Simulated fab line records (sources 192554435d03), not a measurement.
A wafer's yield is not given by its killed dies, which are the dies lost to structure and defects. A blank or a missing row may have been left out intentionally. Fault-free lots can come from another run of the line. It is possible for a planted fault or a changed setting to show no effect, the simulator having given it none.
Split-lot experiment :: flow n5Finfet :: 21 wafers read across 7 lots, on a route 1938 steps long

THE SPLIT
At N5_BEOL_M5_TRENCH_ETCH_37 (etches SiCOH lowk in C4F6/O2, target depth 71.652 nm, time 24.7 s), the setting sourceW was moved away from the recipe's 345 W on 8 of the 21 wafers read, by -16.6% to +17.1%. For the rest of the wafers, this setting stayed at what the recipe calls for.

FROM THE SPLIT TO THE READING: what the file shows between them, 2 steps
- N5_BEOL_M5_ETCH_41: etches SiCN in CH3F/O2, target depth 31.5 nm, time 56.7 s (also split here: sourceW)
- N5_BEOL_M5_STRIP_91: strips in N2/H2, time 10 s

THE READING
trenchDepthNm, in nm, at N5_BEOL_M5_OCD_MEAS_38. Fault-free wafers of this fab line usually give 71.7 nm, standard deviation 1.3 nm.

wafer: L074.3
tool, chamber at the split: rieDiel-05, 3
sourceW as run, W: 403.9
against the recipe: +17.1%
trenchDepthNm, nm: 74.9
against lot-mates on the recipe: +3.2

wafer: L074.4
tool, chamber at the split: rieDiel-05, 2
sourceW as run, W: 345
against the recipe: recipe
trenchDepthNm, nm: 71.9
against lot-mates on the recipe: -

wafer: L074.6
tool, chamber at the split: rieDiel-05, 2
sourceW as run, W: 345
against the recipe: recipe
trenchDepthNm, nm: 71.4
against lot-mates on the recipe: -

wafer: L076.2
tool, chamber at the split: rieDiel-05, 3
sourceW as run, W: 322
against the recipe: -6.7%
trenchDepthNm, nm: 68.4
against lot-mates on the recipe: no lot-mate on the recipe

wafer: L076.3
tool, chamber at the split: rieDiel-05, 0
sourceW as run, W: 322
against the recipe: -6.7%
trenchDepthNm, nm: 70.9
against lot-mates on the recipe: no lot-mate on the recipe

wafer: L076.6
tool, chamber at the split: rieDiel-05, 1
sourceW as run, W: 322
against the recipe: -6.7%
trenchDepthNm, nm: 67.9
against lot-mates on the recipe: no lot-mate on the recipe

wafer: L077.2
tool, chamber at the split: rieDiel-05, 2
sourceW as run, W: 287.9
against the recipe: -16.6%
trenchDepthNm, nm: 66.1
against lot-mates on the recipe: -4.5

wafer: L077.3
tool, chamber at the split: rieDiel-05, 0
sourceW as run, W: 287.9
against the recipe: -16.6%
trenchDepthNm, nm: 67.3
against lot-mates on the recipe: -3.3

wafer: L077.4
tool, chamber at the split: rieDiel-05, 3
sourceW as run, W: 345
against the recipe: recipe
trenchDepthNm, nm: 70.6
against lot-mates on the recipe: -

wafer: L078.1
tool, chamber at the split: rieDiel-02, 1
sourceW as run, W: 345
against the recipe: recipe
trenchDepthNm, nm: 72.4
against lot-mates on the recipe: -

wafer: L078.2
tool, chamber at the split: rieDiel-02, 2
sourceW as run, W: 345
against the recipe: recipe
trenchDepthNm, nm: 73.1
against lot-mates on the recipe: -

wafer: L078.5
tool, chamber at the split: rieDiel-02, 3
sourceW as run, W: 345
against the recipe: recipe
trenchDepthNm, nm: 73.0
against lot-mates on the recipe: -

wafer: L079.1
tool, chamber at the split: rieDiel-02, 0
sourceW as run, W: 403
against the recipe: +16.8%
trenchDepthNm, nm: 78.3
against lot-mates on the recipe: +5.4

wafer: L079.3
tool, chamber at the split: rieDiel-02, 3
sourceW as run, W: 345
against the recipe: recipe
trenchDepthNm, nm: 72.9
against lot-mates on the recipe: -

wafer: L079.5
tool, chamber at the split: rieDiel-02, 2
sourceW as run, W: 403
against the recipe: +16.8%
trenchDepthNm, nm: 77.3
against lot-mates on the recipe: +4.4

wafer: L096.1
tool, chamber at the split: rieDiel-02, 1
sourceW as run, W: 345
against the recipe: recipe
trenchDepthNm, nm: 72.1
against lot-mates on the recipe: -

wafer: L096.3
tool, chamber at the split: rieDiel-02, 3
sourceW as run, W: 345
against the recipe: recipe
trenchDepthNm, nm: 72.8
against lot-mates on the recipe: -

wafer: L096.6
tool, chamber at the split: rieDiel-02, 3
sourceW as run, W: 345
against the recipe: recipe
trenchDepthNm, nm: 72.3
against lot-mates on the recipe: -

wafer: L097.1
tool, chamber at the split: rieDiel-06, 0
sourceW as run, W: 345
against the recipe: recipe
trenchDepthNm, nm: 70.6
against lot-mates on the recipe: -

wafer: L097.2
tool, chamber at the split: rieDiel-06, 2
sourceW as run, W: 345
against the recipe: recipe
trenchDepthNm, nm: 70.3
against lot-mates on the recipe: -

wafer: L097.6
tool, chamber at the split: rieDiel-06, 2
sourceW as run, W: 345
against the recipe: recipe
trenchDepthNm, nm: 69.1
against lot-mates on the recipe: -

FIT RESULTS
A straight line over all 21 wafers: trenchDepthNm changes by +0.311 nm for each +1% of sourceW; r = +0.91; the points scatter about the line by 1.3 nm.
The same after taking each lot's own level away (the mean of its wafers on the recipe; 18 wafers): +0.248 nm for each +1%; r = +0.97; scatter 0.57 nm.
The reading moves by 4.2 nm for the largest change in sourceW, on that fit.
Across the lots, their own levels run from 70.00 to 72.90 nm, a range of 2.2 times the standard deviation given above.
Thus the slope moves with the lot-to-lot level: the two fits are different.
Check: +4.62 nm against its lot-mates is what the line predicts for one of the wafers moved furthest among these (+17.1%) when that wafer is left out of the fit. Against them it came out at +3.25 nm.
Tool readings at the split's step, against how far the setting was moved: rfVppV r = -0.95.

OTHER SPLITS ON THESE WAFERS
Note: prior to the reading, these wafers also went through further splits. Each is held against what the fit with the lots' levels taken away leaves over:
other split on the same wafers: N5_BEOL_M3_DEP_57 timeS
wafers away from the commonest value: 5
r with trenchDepthNm (lot level and that fit taken away): +0.40

other split on the same wafers: N5_BEOL_M4_ILD_DEP_00 timeS
wafers away from the commonest value: 7
r with trenchDepthNm (lot level and that fit taken away): +0.09

other split on the same wafers: N5_BEOL_M5_COAT_66 spinRpm
wafers away from the commonest value: 6
r with trenchDepthNm (lot level and that fit taken away): +0.02

other split on the same wafers: N5_BEOL_M5_COAT_22 spinRpm
wafers away from the commonest value: 5
r with trenchDepthNm (lot level and that fit taken away): -0.14

other split on the same wafers: N5_BEOL_M5_ETCH_41 sourceW
wafers away from the commonest value: 7
r with trenchDepthNm (lot level and that fit taken away): +0.35

THE WHOLE CHAIN: every reading that the file lists as answering this split, in the file's order
step: N5_BEOL_M5_TRENCH_ETCH_37
what it does: etches SiCOH lowk in C4F6/O2, target depth 71.652 nm, time 24.7 s
reading: rfVppV
change (the file's fit): -2.76 V for each +1% of the setting
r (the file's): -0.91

step: N5_BEOL_M5_TRENCH_ETCH_37
what it does: etches SiCOH lowk in C4F6/O2, target depth 71.652 nm, time 24.7 s
reading: BEOL_M5.featureDepthNm (the simulator's own value, which no gauge read)
change (the file's fit): +0.236 nm for each +1% of the setting
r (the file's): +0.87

step: N5_BEOL_M5_TRENCH_ETCH_37
what it does: etches SiCOH lowk in C4F6/O2, target depth 71.652 nm, time 24.7 s
reading: etch.depthNm (the simulator's own value, which no gauge read)
change (the file's fit): +0.233 nm for each +1% of the setting
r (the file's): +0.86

step: N5_BEOL_M5_OCD_MEAS_38
what it does: 
reading: trenchDepthNm
change (the file's fit): +0.238 nm for each +1% of the setting
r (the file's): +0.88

FILE'S OWN FIT
trenchDepthNm changes by +0.238 nm for each +1% of sourceW, r = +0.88.
